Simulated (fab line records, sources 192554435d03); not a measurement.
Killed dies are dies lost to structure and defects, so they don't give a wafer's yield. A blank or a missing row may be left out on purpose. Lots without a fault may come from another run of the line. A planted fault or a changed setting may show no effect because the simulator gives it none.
Chamber matching | flow n5_finfet | N5_BEOL_M4_STRIP_36 on rie_diel-05: 4 sister chambers
The step strips in N2/H2. 8 wafers are shown with their chamber, then 7 later ones without.

WAFERS WITH THEIR CHAMBER
wafer  | chamber | throttle_valve_pct (%) | drypump_motor_current_A (A)
L086.2 | 2       | 23.78                  | 5.7
L086.5 | 1       | 23.28                  | 6.2
L076.3 | 0       | 23.59                  | 5.4
L076.6 | 0       | 23.60                  | 5.4
L088.2 | 2       | 23.82                  | 5.6
L088.6 | 3       | 23.15                  | 5.5
L093.2 | 1       | 23.33                  | 6.2
L093.4 | 3       | 23.14                  | 5.6

WAFERS WITHOUT THEIR CHAMBER
wafer  | throttle_valve_pct (%) | drypump_motor_current_A (A)
L093.6 | 23.15                  | 5.5
L094.1 | 23.81                  | 5.7
L094.3 | 23.14                  | 5.6
L094.4 | 23.34                  | 6.2
L097.1 | 23.11                  | 5.6
L097.5 | 23.33                  | 6.2
L097.6 | 23.59                  | 5.4

WHICH CHAMBER EACH WENT THROUGH
wafer  | from the rows above | in truth
L093.6 | 3                   | 3
L094.1 | 2                   | 2
L094.3 | 3                   | 3
L094.4 | 1                   | 1
L097.1 | 3                   | 3
L097.5 | 1                   | 1
L097.6 | 0                   | 0
Placed correctly: 7 of 7. Can't be placed from these rows: 0. Placed wrongly: 0.
How it was worked out, from the rows above alone: a wafer's distance from a chamber is the root of the sum, over the readings, of the square of ((its reading less the chamber's mean) divided by the reading's scatter). The wafer belongs to the nearest chamber; if the next one is less than 2 further off, it can't be placed. A chamber's mean is the mean of its shown wafers. The scatter: the root of (the sum of the squares of (reading less its chamber's mean) over the shown wafers, divided by (wafers less chambers)).
